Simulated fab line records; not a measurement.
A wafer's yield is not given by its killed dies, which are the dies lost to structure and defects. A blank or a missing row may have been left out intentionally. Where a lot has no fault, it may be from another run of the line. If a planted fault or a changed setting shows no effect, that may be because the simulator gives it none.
fab line records + flow nandHarc + part 2 of 2: steps 23 to 35 of 35
record:
- lots: 5
- wafers: 15
- lastDay: 29
route steps=1302 shown A_CHANNEL_FILL_D2@627 A_STAIRCASE@639
lots untouched by any fault: they come from a run of this same line in which no faults occurred
startH: the number of hours between the record's first day and the start of the first shown wafer of the lot + waitH: how many hours have passed since the lot's step before this one + " repeats the value in the row above + L1.1+2: one row covering several wafers at once + - no value, or no start was given + * or withheld: withheld + < > ~ a bound
route shown NAME@n: names a module that has steps shown in the file, with the first one's number in the route + usual: mean/standard deviation of fault-free wafers + same: alike in all rows + chamber/n: place in a boat + sites: each site's reading + _std_site: standard deviation of those values + _edge_site: the outer-site mean with the inner-site mean subtracted + radiusMm: for every site, how far away it sits from the centre of the wafer + mask NAME#n: copy n + behind: the tool/chamber that last shaped the wafer + hold: what put the lot on hold/how long, in hours/how the hold closed + device: the n, p or np transistor that did not switch + end of line: the tests these same wafers got at the end of their route + where a step has no rows: the recipe by itself + killed: the dies lost at the first sort to structure and to defects; this is not the yield of the wafer + map: the dies of a wafer, with x for killed, . for not killed, _ for no die there
set.NAME: the setting the step ran with; set.NAME@STEP: the setting that earlier step ran with + model.NAME: the simulator's own value behind a step, which no gauge read
lots seen at some steps along the route; tables by step, rows by wafer
services: the hour from which a tool's chamber was out of use, counted from the record's first day as startH (under 0 if before that day), plus the number of hours and why
== steps ==
step: NHARC_A_STAIRCASE_ETCH_170
recipe:
- targetDepthA: 2000
- timeS: 66.667
- ionEnergyEv: 250
- c4f6FlowSccm: 25
- o2FlowSccm: 20
- arFlowSccm: 500
- rfW: 600
- biasW: 500
- chemistry: C4F6/O2
usual:
- drypumpMotorCurrentA: 5.6/0.61
- oesProductAu: 0.973/0.015
- rfVppV: 547/3.2
- showerheadPlenumPTorr: 3.92/0.15
- throttleValvePct: 26.903/0.0091
| lot.wafer | tool       | chamber | startH | waitH | drypumpMotorCurrentA | oesProductAu | rfHoursCounterH | rfVppV | showerheadPlenumPTorr | throttleValvePct |
|-----------|------------|---------|--------|-------|----------------------|--------------|-----------------|--------|-----------------------|------------------|
| L075.1    | rieDiel-04 | 1       | -      | -     | 4.8                  | 0.983        | 2               | 548    | 3.88                  | 26.896           |
| L075.2    | "          | 2       | "      | "     | 6.3                  | 0.991        | 5               | 552    | 4.15                  | 26.905           |
| L075.6    | "          | 0       | "      | "     | 4.9                  | 0.971        | -               | 551    | 4.09                  | 26.899           |
| L082.3    | rieDiel-10 | 2       | -      | -     | 6.3                  | 0.967        | 0               | 554    | 4.23                  | 26.883           |
| L082.4    | "          | 1       | "      | "     | 5.1                  | 0.982        | 0               | 545    | 3.88                  | 26.891           |
| L082.6    | "          | 3       | "      | "     | 5.3                  | 0.974        | -               | 545    | 3.80                  | 26.891           |
| L085.2    | rieDiel-10 | 0       | -      | -     | 6.3                  | 0.947        | 8               | 546    | 3.91                  | 26.896           |
| L085.3    | "          | 2       | "      | "     | 6.3                  | 0.960        | 8               | 553    | 4.22                  | 26.877           |
| L085.5    | "          | 3       | "      | "     | 5.3                  | 0.961        | -               | 544    | 3.80                  | 26.905           |
| L087.1    | rieDiel-04 | 1       | -      | -     | 4.8                  | 0.972        | 46              | 547    | 3.86                  | 26.894           |
| L087.2    | "          | 2       | "      | "     | 6.3                  | 0.980        | 39              | 552    | 4.13                  | 26.898           |
| L087.6    | "          | 0       | "      | "     | 4.9                  | 0.961        | -               | 550    | 4.06                  | 26.896           |
| L088.3    | rieDiel-04 | 3       | -      | -     | 5.9                  | 0.948        | 39              | 544    | 3.86                  | 26.917           |
| L088.1    | "          | 0       | "      | "     | 4.9                  | 0.956        | 43              | 549    | 4.06                  | 26.898           |
| L088.5    | "          | 2       | "      | "     | 6.3                  | 0.967        | -               | 552    | 4.13                  | 26.912           |
step: NHARC_A_STAIRCASE_STRIP_171
recipe:
- powerW: 1500
- tempC: 250
- chemistry: O2
usual:
- drypumpMotorCurrentA: 5.6/0.64
- heaterPowerW: 334/21
| lot.wafer | tool           | chamber | startH | waitH | drypumpMotorCurrentA | heaterPowerW | rfHoursCounterH |
|-----------|----------------|---------|--------|-------|----------------------|--------------|-----------------|
| L075.2    | plasmaAsher-02 | 0       | 372.42 | -     | 5.9                  | 310          | 21              |
| L075.1    | "              | 1       | "      | "     | 5.0                  | 353          | 21              |
| L075.6    | "              | 1       | "      | "     | 5.0                  | 343          | -               |
| L082.3    | plasmaAsher-01 | 0       | 431.70 | -     | 6.6                  | 360          | -               |
| L082.4    | "              | 1       | "      | "     | 5.1                  | 303          | -               |
| L082.6    | "              | 0       | "      | "     | 6.6                  | 364          | -               |
| L085.2    | plasmaAsher-02 | 0       | 464.81 | -     | 5.9                  | 329          | 4               |
| L085.3    | "              | 1       | "      | "     | 5.1                  | 334          | -               |
| L085.5    | "              | 0       | "      | "     | 5.9                  | 338          | -               |
| L087.2    | plasmaAsher-01 | 1       | 489.36 | -     | 5.1                  | 308          | 28              |
| L087.1    | "              | 0       | "      | "     | 6.5                  | 369          | 28              |
| L087.6    | "              | 0       | "      | "     | 6.5                  | 364          | -               |
| L088.1    | plasmaAsher-02 | 1       | 489.56 | -     | 5.0                  | 335          | 10              |
| L088.3    | "              | 1       | "      | "     | 5.0                  | 323          | -               |
| L088.5    | "              | 1       | "      | "     | 5.0                  | 323          | -               |
step: NHARC_A_STAIRCASE_STRIP_172
recipe:
- timeS: 900
- tempC: 130
- chemistry: SPM
| lot.wafer  | tool        | chamber | startH | waitH |
|------------|-------------|---------|--------|-------|
| L075.2+1+6 | wetBench-03 | 7,0,2   | 372.77 | 0.3   |
| L082.3+4+6 | wetBench-03 | 5,0,1   | 431.96 | 0.2   |
| L085.5+3+2 | wetBench-01 | 3,4,5   | 465.13 | 0.1   |
| L087.6+1+2 | wetBench-01 | 5,0,1   | 489.71 | 0.1   |
| L088.5+1+3 | wetBench-03 | 3,4,6   | 489.86 | 0.1   |
step: NHARC_A_STAIRCASE_PRECLEAN_173
recipe:
- timeS: *
- tempC: 50
- bathAgeMin: 0
- chemistry: SC1
| lot.wafer  | tool        | chamber | startH | waitH |
|------------|-------------|---------|--------|-------|
| L075.2+1+6 | wetBench-03 | 7,0,2   | -      | -     |
| L082.3+4+6 | wetBench-03 | 5,0,1   | -      | -     |
| L085.5+3+2 | wetBench-01 | 3,4,5   | -      | -     |
| L087.6+1+2 | wetBench-01 | 5,0,1   | -      | -     |
| L088.5+1+3 | wetBench-03 | 3,4,6   | -      | -     |
step: NHARC_A_STAIRCASE_SRD_174
| lot.wafer  | tool        | chamber | startH | waitH |
|------------|-------------|---------|--------|-------|
| L075.2+1+6 | wetBench-03 | 7,0,2   | -      | -     |
| L082.3+4+6 | wetBench-03 | 5,0,1   | -      | -     |
| L085.5+3+2 | wetBench-01 | 3,4,5   | -      | -     |
| L087.6+1+2 | wetBench-01 | 5,0,1   | -      | -     |
| L088.5+1+3 | wetBench-03 | 3,4,6   | -      | -     |
step: NHARC_A_STAIRCASE_DEHYDRATE_01
recipe:
- tempC: 150
- timeS: 120
usual:
- exhaustPa: 44.9/0.76
| lot.wafer | tool          | chamber | startH | waitH | exhaustPa |
|-----------|---------------|---------|--------|-------|-----------|
| L075.1    | lithoTrack-05 | 0       | 373.22 | -     | 44.5      |
| L075.2    | "             | 0       | "      | "     | 44.2      |
| L075.6    | "             | 0       | "      | "     | 45.7      |
| L082.3    | lithoTrack-05 | 0       | 432.41 | -     | 44.5      |
| L082.4    | "             | 0       | "      | "     | 43.8      |
| L082.6    | "             | 0       | "      | "     | 45.0      |
| L085.2    | lithoTrack-03 | 0       | 465.57 | -     | 45.7      |
| L085.3    | "             | 0       | "      | "     | 44.1      |
| L085.5    | "             | 0       | "      | "     | 44.2      |
| L087.1    | lithoTrack-07 | 0       | 490.16 | -     | 44.8      |
| L087.2    | "             | 0       | "      | "     | 44.7      |
| L087.6    | "             | 0       | "      | "     | 44.3      |
| L088.1    | lithoTrack-05 | 0       | 490.32 | -     | 44.7      |
| L088.3    | "             | 0       | "      | "     | 45.3      |
| L088.5    | "             | 0       | "      | "     | 44.6      |
step: NHARC_A_STAIRCASE_HMDS_02
recipe:
- timeS: 30
usual:
- exhaustPa: 45.0/0.94
| lot.wafer | tool          | chamber | startH | waitH | exhaustPa |
|-----------|---------------|---------|--------|-------|-----------|
| L075.1    | lithoTrack-05 | 0       | -      | -     | 43.5      |
| L075.2    | "             | 0       | "      | "     | 43.8      |
| L075.6    | "             | 0       | "      | "     | 45.7      |
| L082.3    | lithoTrack-05 | 0       | -      | -     | 46.1      |
| L082.4    | "             | 0       | "      | "     | 43.6      |
| L082.6    | "             | 0       | "      | "     | 45.3      |
| L085.2    | lithoTrack-03 | 0       | -      | -     | 46.4      |
| L085.3    | "             | 0       | "      | "     | 44.9      |
| L085.5    | "             | 0       | "      | "     | 45.5      |
| L087.1    | lithoTrack-07 | 0       | -      | -     | 44.7      |
| L087.2    | "             | 0       | "      | "     | 44.1      |
| L087.6    | "             | 0       | "      | "     | 42.7      |
| L088.1    | lithoTrack-05 | 0       | -      | -     | 46.6      |
| L088.3    | "             | 0       | "      | "     | 45.7      |
| L088.5    | "             | 0       | "      | "     | 46.1      |
step: NHARC_A_STAIRCASE_COAT_03
recipe:
- spinRpm: 1200
usual:
- exhaustPa: 45.1/0.96
| lot.wafer | tool          | chamber | startH | waitH | exhaustPa |
|-----------|---------------|---------|--------|-------|-----------|
| L075.1    | lithoTrack-05 | 0       | -      | -     | 45.0      |
| L075.2    | "             | 0       | "      | "     | 46.2      |
| L075.6    | "             | 0       | "      | "     | 46.2      |
| L082.3    | lithoTrack-05 | 0       | -      | -     | 45.5      |
| L082.4    | "             | 0       | "      | "     | 45.7      |
| L082.6    | "             | 0       | "      | "     | 45.3      |
| L085.2    | lithoTrack-03 | 0       | -      | -     | 45.1      |
| L085.3    | "             | 0       | "      | "     | 46.3      |
| L085.5    | "             | 0       | "      | "     | 44.9      |
| L087.1    | lithoTrack-07 | 0       | -      | -     | 44.5      |
| L087.2    | "             | 0       | "      | "     | 45.1      |
| L087.6    | "             | 0       | "      | "     | 43.0      |
| L088.1    | lithoTrack-05 | 0       | -      | -     | 45.6      |
| L088.3    | "             | 0       | "      | "     | 44.0      |
| L088.5    | "             | 0       | "      | "     | 44.4      |
step: NHARC_A_STAIRCASE_SOFTBAKE_04
recipe:
- tempC: 135
- timeS: 170
usual:
- exhaustPa: 44.9/0.84
| lot.wafer | tool          | chamber | startH | waitH | exhaustPa |
|-----------|---------------|---------|--------|-------|-----------|
| L075.1    | lithoTrack-05 | 0       | -      | -     | 45.7      |
| L075.2    | "             | 0       | "      | "     | 45.1      |
| L075.6    | "             | 0       | "      | "     | 44.8      |
| L082.3    | lithoTrack-05 | 0       | -      | -     | 46.6      |
| L082.4    | "             | 0       | "      | "     | 46.3      |
| L082.6    | "             | 0       | "      | "     | 45.8      |
| L085.2    | lithoTrack-03 | 0       | -      | -     | 44.1      |
| L085.3    | "             | 0       | "      | "     | 44.2      |
| L085.5    | "             | 0       | "      | "     | 43.7      |
| L087.1    | lithoTrack-07 | 0       | -      | -     | 44.6      |
| L087.2    | "             | 0       | "      | "     | 44.2      |
| L087.6    | "             | 0       | "      | "     | 44.2      |
| L088.1    | lithoTrack-05 | 0       | -      | -     | 44.4      |
| L088.3    | "             | 0       | "      | "     | 46.1      |
| L088.5    | "             | 0       | "      | "     | 45.5      |
step: NHARC_A_STAIRCASE_EBR_05
usual:
- exhaustPa: 45.0/0.85
| lot.wafer | tool          | chamber | startH | waitH | exhaustPa |
|-----------|---------------|---------|--------|-------|-----------|
| L075.1    | lithoTrack-05 | 0       | -      | -     | 44.4      |
| L075.2    | "             | 0       | "      | "     | 45.3      |
| L075.6    | "             | 0       | "      | "     | 43.4      |
| L082.3    | lithoTrack-05 | 0       | -      | -     | 45.7      |
| L082.4    | "             | 0       | "      | "     | 46.5      |
| L082.6    | "             | 0       | "      | "     | 44.3      |
| L085.2    | lithoTrack-03 | 0       | -      | -     | 47.6      |
| L085.3    | "             | 0       | "      | "     | 45.2      |
| L085.5    | "             | 0       | "      | "     | 46.5      |
| L087.1    | lithoTrack-07 | 0       | -      | -     | 45.8      |
| L087.2    | "             | 0       | "      | "     | 44.5      |
| L087.6    | "             | 0       | "      | "     | 43.7      |
| L088.1    | lithoTrack-05 | 0       | -      | -     | 43.6      |
| L088.3    | "             | 0       | "      | "     | 44.7      |
| L088.5    | "             | 0       | "      | "     | 44.4      |
step: NHARC_A_STAIRCASE_EXPOSE_06
recipe:
- na: 0.5
- doseMj: 25.43
- maskId: STAIR
usual:
- focusOffsetNm: 0.0/0.52
- reticleTempC: 22.99/0.11
| lot.wafer | tool          | chamber | startH | waitH | mask    | focusOffsetNm | reticleTempC |
|-----------|---------------|---------|--------|-------|---------|---------------|--------------|
| L075.1    | krfScanner-01 | 0       | 373.63 | -     | STAIR#0 | 0.4           | 23.15        |
| L075.2    | "             | 0       | "      | "     | STAIR#0 | 0.7           | 23.11        |
| L075.6    | "             | 0       | "      | "     | STAIR#0 | 0.8           | 23.13        |
| L082.3    | krfScanner-03 | 0       | 432.75 | -     | STAIR#0 | 0.8           | 23.03        |
| L082.4    | "             | 0       | "      | "     | STAIR#0 | 0.1           | 23.16        |
| L082.6    | "             | 0       | "      | "     | STAIR#0 | -0.7          | 23.16        |
| L085.2    | krfScanner-03 | 0       | 465.91 | -     | STAIR#0 | 0.8           | 23.21        |
| L085.3    | "             | 0       | "      | "     | STAIR#0 | 0.3           | 23.20        |
| L085.5    | "             | 0       | "      | "     | STAIR#0 | 0.6           | 23.10        |
| L087.1    | krfScanner-02 | 0       | 490.37 | -     | STAIR#0 | 0.0           | 23.09        |
| L087.2    | "             | 0       | "      | "     | STAIR#0 | 0.4           | 22.99        |
| L087.6    | "             | 0       | "      | "     | STAIR#0 | 0.8           | 23.08        |
| L088.1    | krfScanner-03 | 0       | 490.65 | -     | STAIR#0 | 0.8           | 22.92        |
| L088.3    | "             | 0       | "      | "     | STAIR#0 | -1.1          | 23.09        |
| L088.5    | "             | 0       | "      | "     | STAIR#0 | -0.3          | 22.88        |
step: NHARC_A_STAIRCASE_PEB_07
recipe:
- pebTempC: 115
- pebTimeS: 130
usual:
- exhaustPa: 45.0/0.96
| lot.wafer | tool          | chamber | startH | waitH | exhaustPa |
|-----------|---------------|---------|--------|-------|-----------|
| L075.1    | lithoTrack-03 | 0       | 373.71 | 0.1   | 46.6      |
| L075.2    | "             | 0       | "      | "     | 45.6      |
| L075.6    | "             | 0       | "      | "     | 45.2      |
| L082.3    | lithoTrack-03 | 0       | 432.80 | 0.1   | 43.8      |
| L082.4    | "             | 0       | "      | "     | 45.8      |
| L082.6    | "             | 0       | "      | "     | 44.3      |
| L085.2    | lithoTrack-07 | 0       | 465.97 | 0.1   | 46.7      |
| L085.3    | "             | 0       | "      | "     | 45.8      |
| L085.5    | "             | 0       | "      | "     | 45.9      |
| L087.1    | lithoTrack-03 | 0       | 490.44 | 0.1   | 43.4      |
| L087.2    | "             | 0       | "      | "     | 44.2      |
| L087.6    | "             | 0       | "      | "     | 44.4      |
| L088.1    | lithoTrack-07 | 0       | 490.72 | 0.1   | 42.5      |
| L088.3    | "             | 0       | "      | "     | 43.7      |
| L088.5    | "             | 0       | "      | "     | 44.4      |
step: NHARC_A_STAIRCASE_DEVELOP_08
recipe:
- timeS: 140
usual:
- exhaustPa: 45.2/0.86
| lot.wafer | tool          | chamber | startH | waitH | exhaustPa |
|-----------|---------------|---------|--------|-------|-----------|
| L075.1    | lithoTrack-03 | 0       | -      | -     | 44.4      |
| L075.2    | "             | 0       | "      | "     | 45.5      |
| L075.6    | "             | 0       | "      | "     | 44.9      |
| L082.3    | lithoTrack-03 | 0       | -      | -     | 43.9      |
| L082.4    | "             | 0       | "      | "     | 44.0      |
| L082.6    | "             | 0       | "      | "     | 44.1      |
| L085.2    | lithoTrack-07 | 0       | -      | -     | 45.6      |
| L085.3    | "             | 0       | "      | "     | 46.7      |
| L085.5    | "             | 0       | "      | "     | 46.5      |
| L087.1    | lithoTrack-03 | 0       | -      | -     | 45.9      |
| L087.2    | "             | 0       | "      | "     | 47.4      |
| L087.6    | "             | 0       | "      | "     | 45.9      |
| L088.1    | lithoTrack-07 | 0       | -      | -     | 45.5      |
| L088.3    | "             | 0       | "      | "     | 45.0      |
| L088.5    | "             | 0       | "      | "     | 45.0      |
== services ==
| tool           | chamber | startH | hours | kind   |
|----------------|---------|--------|-------|--------|
| wetBench-07    | -       | 336.00 | 8.0   | pm     |
| aldHk-02       | -       | 348.11 | 10.0  | pm     |
| rieDiel-04     | -       | 354.98 | 9.0   | pm     |
| krfScanner-03  | -       | 357.47 | 0.5   | repair |
| rtpAnneal-01   | -       | 372.26 | 12.0  | pm     |
| rieDiel-01     | -       | 380.80 | 9.0   | pm     |
| rieDiel-04     | 3       | 381.58 | 7.2   | repair |
| wetBench-03    | -       | 386.40 | 8.0   | pm     |
| krfScanner-03  | -       | 396.31 | 4.0   | pm     |
| rieDiel-01     | 2       | 407.91 | 3.4   | repair |
| rieDiel-01     | 1       | 409.87 | 2.8   | repair |
| rieDiel-10     | -       | 419.56 | 9.0   | pm     |
| wetBench-02    | -       | 420.04 | 8.0   | pm     |
| lithoTrack-07  | -       | 426.00 | 7.0   | pm     |
| plasmaAsher-02 | -       | 426.36 | 9.0   | pm     |
| cmp-02         | -       | 428.60 | 4.0   | pm     |
| rieDiel-01     | 2       | 429.60 | 15.6  | repair |
| aldHk-02       | -       | 431.84 | 0.9   | repair |
| wetBench-05    | -       | 436.80 | 8.0   | pm     |
| lithoTrack-03  | -       | 450.00 | 7.0   | pm     |
| wetBench-01    | -       | 454.96 | 8.0   | pm     |
| krfScanner-03  | -       | 461.84 | 1.0   | repair |
| lithoTrack-05  | -       | 474.01 | 7.0   | pm     |
| rieDiel-01     | 3       | 488.24 | 22.4  | repair |
